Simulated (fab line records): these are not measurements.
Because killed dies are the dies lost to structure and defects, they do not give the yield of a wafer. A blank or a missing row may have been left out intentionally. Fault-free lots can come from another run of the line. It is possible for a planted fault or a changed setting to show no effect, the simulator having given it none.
2 desks looking at one fault + flow n5Finfet + only its own numbers are on each desk; what lay behind them is given at the end

## METROLOGY DESK
What the gauges read, lot by lot, whatever tool the lot ran on: means of the sampled wafers that have a number. If a lot's mean is further than 4 standard deviations from the usual mean, the lot is out of limits and carries the mark OUT (the distance appears in the brackets).
Columns: A = cdNm at N5_BEOL_M9_CD_MEAS_28, usual 70.05 nm; B = trenchDepthNm at N5_BEOL_M9_OCD_MEAS_38, usual 152 nm; C = cdNm at N5_BEOL_M9_CD_MEAS_35, usual 70.0 nm; D = M9_THK at N5_BEOL_M9_THK_MEAS_53, usual 142 nm; E = M9_RS at N5_BEOL_M9_RS_MEAS_57, usual 0.150 ohm/sq
| lot  | first seen here | A     | B   | C    | D   | E     |
|------|-----------------|-------|-----|------|-----|-------|
| L997 | day 10 11:16    | 70.37 | 154 | 70.3 | 144 | 0.149 |
| L100 | day 11 16:35    | 69.97 | 152 | 70.3 | 141 | 0.152 |
| L101 | day 11 23:26    | 70.02 | 148 | 69.7 | 138 | 0.155 |
| L109 | day 13 11:26    | 69.68 | 152 | 69.5 | 141 | 0.151 |
| L110 | day 13 20:55    | 70.14 | 148 | 70.4 | 137 | 0.155 |
| L111 | day 14 00:33    | 69.93 | 147 | 70.2 | 136 | 0.158 |
| L116 | day 15 04:32    | 70.14 | 152 | 70.2 | 140 | 0.150 |
| L115 | day 15 14:36    | 70.22 | 153 | 69.4 | 142 | 0.150 |
| L118 | day 16 01:47    | 69.99 | 152 | 70.0 | 142 | 0.149 |
This desk's finding: nothing out of limits on any of the 9 lots.

## AT THE TOOL OWNER'S DESK: rieDiel-06
The tool's own readings at N5_BEOL_M9_TRENCH_ETCH_37 (etches SiCOH lowk in C4F6/O2, target depth 151.43 nm, time 49 s): means of the sampled wafers that have a number, for each lot that ran on this tool. If a lot's mean is further than 4 standard deviations from the usual mean, the lot is out of limits and carries the mark OUT (the distance appears in the brackets).
Columns: A = biasW at N5_BEOL_M9_TRENCH_ETCH_37, usual 185.0 W; B = drypumpMotorCurrentA at N5_BEOL_M9_TRENCH_ETCH_37, usual 5.43 A; C = oesProductAu at N5_BEOL_M9_TRENCH_ETCH_37, usual 0.80 a.u.; D = rfVppV at N5_BEOL_M9_TRENCH_ETCH_37, usual 667 V; E = showerheadPlenumPTorr at N5_BEOL_M9_TRENCH_ETCH_37, usual 2.87 Torr; F = throttleValvePct at N5_BEOL_M9_TRENCH_ETCH_37, usual 20.90 %
| lot  | first seen here | A               | B    | C    | D   | E    | F     |
|------|-----------------|-----------------|------|------|-----|------|-------|
| L997 | day 10 11:49    | 185.2           | 5.33 | 0.86 | 668 | 2.93 | 20.80 |
| L100 | day 11 16:59    | 184.6           | 5.62 | 0.73 | 668 | 2.86 | 21.12 |
| L109 | day 13 11:50    | 185.2           | 5.39 | 0.81 | 671 | 2.88 | 20.93 |
| L110 | day 13 21:20    | 172.7 (-25) OUT | 5.55 | 0.75 | 634 | 2.85 | 21.07 |
| L111 | day 14 01:18    | 173.1 (-24) OUT | 5.56 | 0.75 | 634 | 2.85 | 21.07 |
This desk's verdict: out of limits on L110, L111, starting with L110 at day 13 21:20 (biasW at N5_BEOL_M9_TRENCH_ETCH_37). In limits: L997, L100, L109.

## PUT TOGETHER
At day 13 21:20, on L110, L111, the tool owner's desk was in a position to raise an alarm.
The metrology desk saw nothing out of limits.
The metrology desk holds a record of L110, L111, inside its limits.
Every lot named ran N5_BEOL_M9_TRENCH_ETCH_37 on rieDiel-06.

## WHAT THE SIMULATOR PUT IN
rieDiel-06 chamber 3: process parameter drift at N5_BEOL_M9_TRENCH_ETCH_37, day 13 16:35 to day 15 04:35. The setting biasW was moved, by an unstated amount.
Shown lots that were struck: L110, L111.
Time in hours from fault onset to the first out-of-limits reading at each desk: the tool owner's desk, 5.
